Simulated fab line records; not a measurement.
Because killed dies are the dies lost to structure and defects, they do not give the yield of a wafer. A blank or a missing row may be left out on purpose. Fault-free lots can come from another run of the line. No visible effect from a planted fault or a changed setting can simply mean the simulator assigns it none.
Matching of chambers / flow n5-finfet / 4 sister chambers for N5_BEOL_M0_CUTY_ETCH_62 on rie-diel-05
The step etches SiARC in CF4, time 58.5 s. 4 wafers are shown with their chamber, then 9 later ones without.

== WAFERS PAIRED WITH THEIR CHAMBERS ==
wafer=L082.3; chamber=3; showerhead-plenum-p-Torr (Torr)=2.20
wafer=L085.5; chamber=2; showerhead-plenum-p-Torr (Torr)=1.98
wafer=L086.1; chamber=1; showerhead-plenum-p-Torr (Torr)=2.08
wafer=L086.6; chamber=0; showerhead-plenum-p-Torr (Torr)=2.05

== WAFERS MISSING THEIR CHAMBER ==
wafer=L087.1; showerhead-plenum-p-Torr (Torr)=2.05
wafer=L087.2; showerhead-plenum-p-Torr (Torr)=1.98
wafer=L087.4; showerhead-plenum-p-Torr (Torr)=2.20
wafer=L093.2; showerhead-plenum-p-Torr (Torr)=1.98
wafer=L093.3; showerhead-plenum-p-Torr (Torr)=2.08
wafer=L093.5; showerhead-plenum-p-Torr (Torr)=2.08
wafer=L096.2; showerhead-plenum-p-Torr (Torr)=1.97
wafer=L096.4; showerhead-plenum-p-Torr (Torr)=1.97
wafer=L096.6; showerhead-plenum-p-Torr (Torr)=2.08

== EACH ONE'S CHAMBER ==
wafer=L087.1; from the rows above=0; in truth=0
wafer=L087.2; from the rows above=2; in truth=2
wafer=L087.4; from the rows above=3; in truth=3
wafer=L093.2; from the rows above=2; in truth=2
wafer=L093.3; from the rows above=1; in truth=1
wafer=L093.5; from the rows above=1; in truth=1
wafer=L096.2; from the rows above=2; in truth=2
wafer=L096.4; from the rows above=2; in truth=2
wafer=L096.6; from the rows above=1; in truth=1
9 of 9 placed correctly. Left unplaced by these rows: 0. 0 placed wrongly.
How it was worked out, from the rows above alone: a wafer's distance from a chamber is the root of the sum, over the readings, of the square of ((its reading less the chamber's mean) divided by the reading's scatter). If the next closest chamber is less than 2 further off than the closest, the wafer can't be placed; otherwise it belongs to the closest. For every chamber, the mean is computed from those of its wafers that are shown. The scatter: root of mean squared gap, hidden wafer to nearest shown wafer, with one shown wafer a chamber.
